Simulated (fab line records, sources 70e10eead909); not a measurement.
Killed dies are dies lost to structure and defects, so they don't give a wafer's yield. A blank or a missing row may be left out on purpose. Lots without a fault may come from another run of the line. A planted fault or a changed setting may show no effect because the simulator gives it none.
Which tool did it? | flow nand_harc | 7 lots, 21 wafers sampled, at 1 step of a route of 1302

WHAT THE GAUGES READ, wafer by wafer
NHARC_A_CHANNEL_FILL_D1_INSPECT_13.
lot  | measured     | on                | raw_defect_count
L324 | day 11 11:55 | defect_inspect-02 | 353 474 579
L327 | day 12 16:34 | defect_inspect-02 | 574 430 362
L329 | day 13 03:55 | defect_inspect-01 | 212 393 300
L331 | day 14 06:45 | defect_inspect-01 | 310 246 384
L333 | day 14 23:08 | defect_inspect-02 | 296 268 241
L338 | day 16 17:22 | defect_inspect-02 | 405 266 242
L346 | day 20 01:20 | defect_inspect-02 | 393 398 534

WHICH TOOL RAN EACH LOT (tool, then ch and the chambers of the sampled wafers, then the start)
The record holds no process step before these readings.

THE ANSWER, worked out from the rows above alone
Rule: what is usual is taken from the lots themselves. Put in order of their means at a reading, lots are off if they are a third of the lots or fewer, leave a main group of 4 or more, and stand apart from it by a gap of 3 or more times the standard deviation of the main group's means; of several such gaps the widest counts. A main group whose means are all the same, to the digits that the tables above print for the reading, isn't used. A lot without any number at a reading at which 4 lots or more have one is off too. The other lots that the step has rows for count as sound.
No lot is off at any reading shown: from this, nothing can be told.

WHAT THE SIMULATOR HAD PUT IN
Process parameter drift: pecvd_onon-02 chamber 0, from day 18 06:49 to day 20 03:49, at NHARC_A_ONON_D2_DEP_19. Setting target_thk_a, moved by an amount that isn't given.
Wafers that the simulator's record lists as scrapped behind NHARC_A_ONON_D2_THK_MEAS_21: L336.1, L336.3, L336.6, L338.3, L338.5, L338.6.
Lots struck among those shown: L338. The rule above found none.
